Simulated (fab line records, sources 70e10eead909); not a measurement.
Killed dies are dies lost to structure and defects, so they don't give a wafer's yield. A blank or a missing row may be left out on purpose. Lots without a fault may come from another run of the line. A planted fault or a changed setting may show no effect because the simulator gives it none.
A struck lot beside a sound one | flow nand_harc | 21 steps out of a route of 1159
Sound: wafers L457.2, L457.3, L457.4. Struck: wafer L456.5. (L456.3, L456.4 of the same lot were not struck and are left out.) The cause comes at the end.
At each step with rows: each side's tool, then ch and its chambers, then its first start. Under that, the readings that differ: sound wafers | struck wafers | difference of the means | sigmas: that difference in standard deviations of wafers without a fault.
alike: readings whose means differ by less than 2 such deviations, and words and numbers that are the same on both sides. not compared: withheld readings, readings that some wafer has no value for, bounds like >300 that may hide the same value, and numbers for which the record gives no deviation and whose values overlap.
The two part at a step that has a row with sigmas, a row that says differs or no value, or rows on one side only. Numbers that don't overlap but have no deviation are shown without sigmas and don't part them. A reading that every wafer of one side lacks parts them only if that side has two wafers or more.

NHARC_A_BLC_CMP_25: polishes, t overpolish 30 s, target thk 150 nm.
  sound on cmp-02 ch 0,1,3, day 19 05:19; struck on cmp-01 ch 2, day 20 00:37
  alike: motor_current_A, overpolish_run_s, time_to_endpoint_s
then, 1 step without rows for these wafers: NHARC_A_BLC_SRD_27.
NHARC_A_BLC_INSPECT_28:
  sound on defect_inspect-02, day 19 05:43; struck on defect_inspect-02, day 20 01:01
  alike: raw_defect_count
then, 8 steps without rows for these wafers: NHARC_A_M0_DEP_00 (deposits SiOC, target thk 150 nm); NHARC_A_M0_DEHYDRATE_01 (time 120 s); NHARC_A_M0_HMDS_02 (time 30 s); NHARC_A_M0_COAT_33 (time 65 s); NHARC_A_M0_COAT_03 (resist thk 90 nm); NHARC_A_M0_SOFTBAKE_04 (time 55 s); NHARC_A_M0_EBR_05; NHARC_A_M0_EXPOSE_06 (exposes mask A M0, target cd 80 nm).
NHARC_A_M0_PEB_07: peb time 65 s.
  sound on litho_track-04 ch 0, day 19 06:25; struck on litho_track-04 ch 0, day 20 01:50
then, 1 step without rows for these wafers: NHARC_A_M0_DEVELOP_08 (develop time 35 s).
NHARC_A_M0_CD_MEAS_09: target cd 80 nm.
  sound on cd_sem-02 ch 0, day 19 06:29; struck on cd_sem-01 ch 0, day 20 01:55
  reading    | sound          | struck | difference | sigmas
  cd_nm (nm) | 80.7 80.3 80.2 | 82.6   | +2.2       | +4
NHARC_A_M0_OVL_MEAS_10: pitch 160 nm.
  sound on overlay-02, day 19 06:35; struck on overlay-02, day 20 02:01
  alike: overlay_x_nm, overlay_y_nm
NHARC_A_M0_INSPECT_11:
  sound on defect_inspect-01, day 19 06:37; struck on defect_inspect-01, day 20 02:02
  alike: raw_defect_count
NHARC_A_M0_DESCUM_14: chemistry O2, time 3 s.
  sound on rie_diel-05 ch 0,1,2, day 19 06:41; struck on rie_diel-06 ch 2, day 20 02:07
  reading               | sound             | struck | difference | sigmas
  rf_vpp_V (V)          | 58.7 58.7 58.4    | 56.3   | -2.3       | -2
  model.A_M0.cd_nm (nm) | 80.54 80.06 80.01 | 82.76  | +2.56      |
  alike: chamber_pressure_mTorr, drypump_motor_current_A, o2_flow_sccm, oes_product_au, showerhead_plenum_p_Torr, throttle_valve_pct
  not compared: rf_hours_counter_h
NHARC_A_M0_ETCH_34: etches the open film in N2/H2, target depth 40 nm, overetch 12 nm, time 43.94 s.
  sound on rie_diel-05 ch 0,1,2, day 19 06:46; struck on rie_diel-06 ch 0, day 20 02:11
  reading                     | sound                | struck | difference | sigmas
  drypump_motor_current_A (A) | 5.2 5.5 5.5          | 6.5    | +1.1       | +2
  throttle_valve_pct (%)      | 14.162 14.186 14.169 | 14.192 | +0.020     | +2
  alike: chamber_pressure_mTorr, n2_flow_sccm, oes_product_au, rf_vpp_V, showerhead_plenum_p_Torr
  not compared: rf_hours_counter_h
NHARC_A_M0_ETCH_15: etches the open film in C4F8/Ar, target depth 150 nm, overetch 15 nm, time 82.5 s.
  sound on rie_diel-05 ch 1,2,3; struck on rie_diel-06 ch 1
  reading               | sound             | struck | difference | sigmas
  rf_vpp_V (V)          | 441.6 443.6 443.1 | 436.1  | -6.7       | -3
  model.A_M0.cd_nm (nm) | 80.6 80.31 79.88  | 82.41  | +2.15      |
  alike: chamber_pressure_mTorr, oes_product_au
  not compared: rf_hours_counter_h
NHARC_A_M0_CD_MEAS_16:
  sound on cd_sem-03, day 19 06:59; struck on cd_sem-01, day 20 02:26
  reading    | sound          | struck | difference | sigmas
  cd_nm (nm) | 80.5 80.6 80.1 | 82.4   | +2.0       | +2
then, 1 step without rows for these wafers: NHARC_END_SORT_01.

WHERE THEY PART
First at NHARC_A_M0_CD_MEAS_09; last, within this record, at NHARC_A_M0_CD_MEAS_16.

WHY: what the simulator had put in
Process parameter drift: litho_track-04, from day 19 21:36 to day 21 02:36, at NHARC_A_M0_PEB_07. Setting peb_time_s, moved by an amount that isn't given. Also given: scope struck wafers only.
